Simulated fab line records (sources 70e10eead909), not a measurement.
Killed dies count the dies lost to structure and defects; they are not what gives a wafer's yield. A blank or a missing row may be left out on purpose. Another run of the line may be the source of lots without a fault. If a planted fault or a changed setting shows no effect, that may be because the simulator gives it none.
Struck lot and sound lot, side by side || flow nand-harc || 14 out of 1159 route steps
Sound: these wafers, L247.2, L247.3, L247.6. Struck: wafers L252.1, L252.2, L252.4. At the end, the cause is stated.
For every step that has rows: the tool of each side, followed by ch and its chambers, followed by its first start. Under that, the readings that differ: sound wafers || struck wafers || difference of the means || sigmas: that difference in standard deviations of wafers without a fault.
alike: a reading whose means differ by less than 2 such deviations, as well as words and numbers matching on both sides. not compared: withheld readings; readings where some wafer has no value; bounds like >300 that might hide an equal value; numbers whose values overlap and for which the record gives no deviation.
Wherever a step has rows on one side only, a row that says differs or no value, or a row with sigmas, the two part there. Non-overlapping numbers with no deviation appear without sigmas and do not part them. A reading missing from all wafers of one side parts the sides only when that side holds two or more wafers.

first, 1 step without rows for these wafers: NHARC_A_M1_DEGAS_29 (time 60 s).
NHARC_A_M1_PRE_CLEAN_30: time 30 s.
  sound on pvd-sputter-03; struck on pvd-sputter-02
  alike: heater-power-w
NHARC_A_M1_PVD_20: deposits TaN, target thk 5 nm, time 8.06 s.
  sound on pvd-sputter-03; struck on pvd-sputter-02
  alike: throttle-valve-pct
NHARC_A_M1_PVD_21: deposits Cu, target thk 30 nm, time 20.49 s.
  sound on pvd-sputter-03; struck on pvd-sputter-02
  alike: throttle-valve-pct
then, 1 step without rows for these wafers: NHARC_A_M1_ECD_22 (material Cu, target thk 400 nm).
NHARC_A_M1_ANNEAL_31: time 90 s.
  sound on rtp-anneal-01 ch 0, day 19 23:12; struck on rtp-anneal-02 ch 0, day 20 04:30
  alike: anneal-temp-c, anneal-temp-c-max, wafer_temp_C_max
then, 1 step without rows for these wafers: NHARC_A_M1_CMP_23 (polishes, t overpolish 20 s, target thk 154.34 nm).
NHARC_A_M1_THK_MEAS_24: measures by xrf.
  sound on film-metro-02 at day 19 23:49; struck on film-metro-01 at day 20 05:10
  alike: thk-nm
then, 1 step without rows for these wafers: NHARC_A_M1_SRD_25.
NHARC_A_M1_INSPECT_27:
  sound on defect-inspect-01 at day 20 00:00; struck on defect-inspect-02 at day 20 05:19
  alike: raw-defect-count
then, 1 step without rows for these wafers: NHARC_A_M1_PRE_CLEAN_32 (time 12 s).
NHARC_A_M1_DEP_33: deposits SiCN, target thk 30 nm.
  sound on pecvd-04 ch 0,1,2, day 20 00:08; struck on pecvd-03 ch 0,1,2, day 20 05:31
  no value came back on the struck wafers for chamber-pressure-Torr (Torr), heater-power-outer-w (W), heater-power-w (W); on the sound wafers chamber-pressure-Torr (Torr) reads 3.012 2.995 2.996
NHARC_A_BONDPAD_DEP_00: deposits SiCN, target thk 250 nm.
  sound on pecvd-03 ch 1,2, day 20 00:43; struck on pecvd-03 ch 0,1, day 20 06:04
  alike: chamber-pressure-Torr, heater-power-outer-w, heater-power-w
then, 1 step without rows for these wafers: NHARC_END_SORT_01.

== WHERE THEY PART ==
Only at NHARC_A_M1_DEP_33, within this record. Later steps at which nothing parts them and some readings are alike: NHARC_A_BONDPAD_DEP_00.

WHY: what had been put in by the simulator
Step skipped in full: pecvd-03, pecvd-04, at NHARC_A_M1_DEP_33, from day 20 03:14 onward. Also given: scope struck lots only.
